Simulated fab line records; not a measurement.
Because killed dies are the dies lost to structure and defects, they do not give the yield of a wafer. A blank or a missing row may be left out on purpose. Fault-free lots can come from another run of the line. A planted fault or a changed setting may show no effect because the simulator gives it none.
Matching of chambers	flow nandHarc	NHARC_A_STAIRCASE_DESCUM_219 on rieDiel-07 has 4 sister chambers
The step chemistry O2, time 3 s. 16 wafers are shown with their chamber, then 7 later ones without.

EACH WAFER AND ITS CHAMBER
wafer	chamber	showerheadPlenumPTorr (Torr)	drypumpMotorCurrentA (A)	oesProductAu (a.u.)
L387.1	3	1.80	5.8	1.001
L387.4	0	2.08	4.7	1.008
L387.6	2	1.93	5.0	0.995
L390.1	3	1.80	5.8	0.996
L390.3	2	1.93	5.0	1.003
L390.6	3	1.80	5.7	0.992
L393.1	1	1.94	4.8	1.000
L393.5	2	1.93	5.0	1.007
L393.6	3	1.80	5.7	0.999
L398.1	3	1.79	5.8	0.999
L398.5	3	1.79	5.8	1.001
L398.6	2	1.93	5.1	0.995
L402.4	1	1.94	4.8	0.996
L402.5	2	1.92	5.0	1.004
L406.2	1	1.93	4.8	0.999
L406.3	3	1.79	5.8	0.997

SIGNATURES, as means of the wafers listed above
reading	chamber 0	chamber 1	chamber 2	chamber 3	scatter within a chamber
showerheadPlenumPTorr	2.0800	1.9367	1.9280	1.7957	0.00515
drypumpMotorCurrentA	4.700	4.800	5.020	5.771	0.0431
oesProductAu	1.00800	0.99833	1.00080	0.99786	0.00398
Rule: distance of a wafer from a chamber = root of the sum over the readings of ((wafer's reading minus chamber's mean) / reading's scatter) squared. If the next closest chamber is less than 2 further off than the closest, the wafer can't be placed; otherwise it belongs to the closest. How the scatter is found: for the shown wafers, subtract from each reading the mean of its chamber, square and add these, divide the total by (wafers less chambers), then take the root.

WAFERS WHOSE CHAMBER IS MISSING
wafer	showerheadPlenumPTorr (Torr)	drypumpMotorCurrentA (A)	oesProductAu (a.u.)
L406.6	1.93	4.8	0.989
L407.3	1.93	4.7	1.004
L407.5	2.06	4.7	1.009
L407.6	1.79	5.8	0.986
L409.1	1.92	5.1	1.001
L409.2	1.78	5.8	1.001
L409.4	1.93	4.8	0.994

THE CHAMBER EACH PASSED THROUGH
wafer	from the rows above	in truth
L406.6	1	1
L407.3	1	1
L407.5	0	0
L407.6	3	3
L409.1	2	2
L409.2	3	3
L409.4	1	1
Placed correctly: 7 of 7. From these rows, 0 cannot be placed. 0 placed wrongly.
